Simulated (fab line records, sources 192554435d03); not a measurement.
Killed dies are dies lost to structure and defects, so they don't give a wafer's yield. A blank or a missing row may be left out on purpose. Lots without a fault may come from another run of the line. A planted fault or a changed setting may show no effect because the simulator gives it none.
One fault seen from 3 desks | flow n5_finfet | each desk has only its own numbers; what lay behind them comes last

THE METROLOGY DESK
What the gauges read, lot by lot, whatever tool the lot ran on: means of the sampled wafers that have a number. A lot is out of limits, marked OUT, if its mean lies more than 4 standard deviations from the usual mean; the brackets give that distance. Of its 11 readings 7 are shown: the one that was out of limits first, and those that lie furthest out on some lot.
Columns: A = trench_depth_nm at N5_BEOL_M1_OCD_MEAS_38, usual 55.0 nm; B = DIBL_N at N5_BEOL_M4_RC_MEAS_101, usual 36.5 mV/V; C = DIBL_P at N5_BEOL_M4_RC_MEAS_101, usual 36.9 mV/V; D = IOFF_P at N5_BEOL_M4_RC_MEAS_101, usual 0.22 nA/um; E = ION_P at N5_BEOL_M4_RC_MEAS_101, usual 462 uA/um; F = SS_N at N5_BEOL_M4_RC_MEAS_101, usual 71.6 mV/dec; G = VT_P at N5_BEOL_M4_RC_MEAS_101, usual -250 mV
lot  | first seen here | A               | B    | C    | D    | E   | F    | G
L434 | day 7 16:11     | 55.7            | 36.0 | 36.0 | 0.20 | 463 | 71.7 | -251
L435 | day 8 00:13     | 55.5            | 36.2 | 36.1 | 0.19 | 457 | 71.9 | -253
L439 | day 9 05:28     | 55.3            | 37.5 | 38.8 | 0.22 | 454 | 72.1 | -252
L448 | day 11 00:49    | 62.7 (+11) OUT  | 34.7 | 36.3 | 0.17 | 451 | 71.0 | -255
L449 | day 11 07:18    | 58.6 (+5.1) OUT | 33.5 | 34.2 | 0.18 | 465 | 70.7 | -253
L450 | day 12 03:21    | 54.8            | 37.3 | 36.2 | 0.20 | 457 | 71.9 | -251
This desk's finding: out of limits on L448, L449; first on L448, day 11 00:49 (trench_depth_nm at N5_BEOL_M1_OCD_MEAS_38). In limits: L434, L435, L439, L450.

THE DEFECT DESK
What the inspections along the route counted, lot by lot: means of the sampled wafers that have a number. A lot is out of limits, marked OUT, if its mean lies more than 4 standard deviations from the usual mean; the brackets give that distance.
Columns: A = raw_defect_count at N5_BEOL_M1_INSPECT_30, usual 411
lot  | first seen here | A
L434 | day 7 10:31     | 361
L435 | day 7 21:19     | 438
L439 | day 9 00:02     | 382
L448 | day 10 23:03    | 445
L449 | day 11 05:37    | 439
L450 | day 11 18:13    | 436
This desk's finding: nothing out of limits on any of the 6 lots.

THE TOOL OWNER'S DESK: rie_diel-02
The tool's own readings at N5_BEOL_M1_TRENCH_ETCH_37 (etches SiOC in C4F6/O2, target depth 55.207 nm, time 29 s): means of the sampled wafers that have a number, for each lot that ran on this tool. A lot is out of limits, marked OUT, if its mean lies more than 4 standard deviations from the usual mean; the brackets give that distance. Of its 9 readings 7 are shown: the one that was out of limits first, and those that lie furthest out on some lot.
Columns: A = oes_ar_750_au at N5_BEOL_M1_TRENCH_ETCH_37, usual 0.75 a.u.; B = oes_f_703_au at N5_BEOL_M1_TRENCH_ETCH_37, usual 0.75 a.u.; C = oes_o_777_au at N5_BEOL_M1_TRENCH_ETCH_37, usual 0.75 a.u.; D = oes_product_au at N5_BEOL_M1_TRENCH_ETCH_37, usual 0.74 a.u.; E = rf_fwd_power_W at N5_BEOL_M1_TRENCH_ETCH_37, usual 349.3 W; F = rf_vpp_V at N5_BEOL_M1_TRENCH_ETCH_37, usual 662 V; G = throttle_valve_pct at N5_BEOL_M1_TRENCH_ETCH_37, usual 20.83 %
lot  | first seen here | A               | B               | C               | D    | E               | F              | G
L439 | day 9 05:18     | 0.80            | 0.81            | 0.81            | 0.81 | 350.0           | 665            | 20.64
L448 | day 11 00:40    | 0.99 (+4.5) OUT | 1.22 (+8.3) OUT | 1.19 (+7.8) OUT | 0.89 | 492.6 (+72) OUT | 573 (-11) OUT  | 20.59
L449 | day 11 07:08    | 0.87            | 0.99 (+4.3) OUT | 0.98 (+4.0) OUT | 0.81 | 422.6 (+37) OUT | 619 (-5.5) OUT | 20.67
This desk's finding: out of limits on L448, L449; first on L448, day 11 00:40 (oes_ar_750_au at N5_BEOL_M1_TRENCH_ETCH_37). In limits: L439.

PUT TOGETHER
The tool owner's desk could have raised an alarm at day 11 00:40, on L448, L449.
The metrology desk could have raised an alarm at day 11 00:49, on L448, L449.
The defect desk saw nothing out of limits.
The defect desk has L448, L449 on record, within its limits.
Of the lots named, all ran N5_BEOL_M1_TRENCH_ETCH_37 on rie_diel-02.

WHAT THE SIMULATOR HAD PUT IN
Process parameter drift: rie_diel-02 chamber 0, from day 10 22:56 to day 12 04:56, at N5_BEOL_M1_TRENCH_ETCH_37. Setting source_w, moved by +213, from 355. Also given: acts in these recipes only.
Lots struck among those shown: L448, L449.
Hours from the fault's start to each desk's first reading out of limits: the tool owner's desk, 2; the metrology desk, 2.
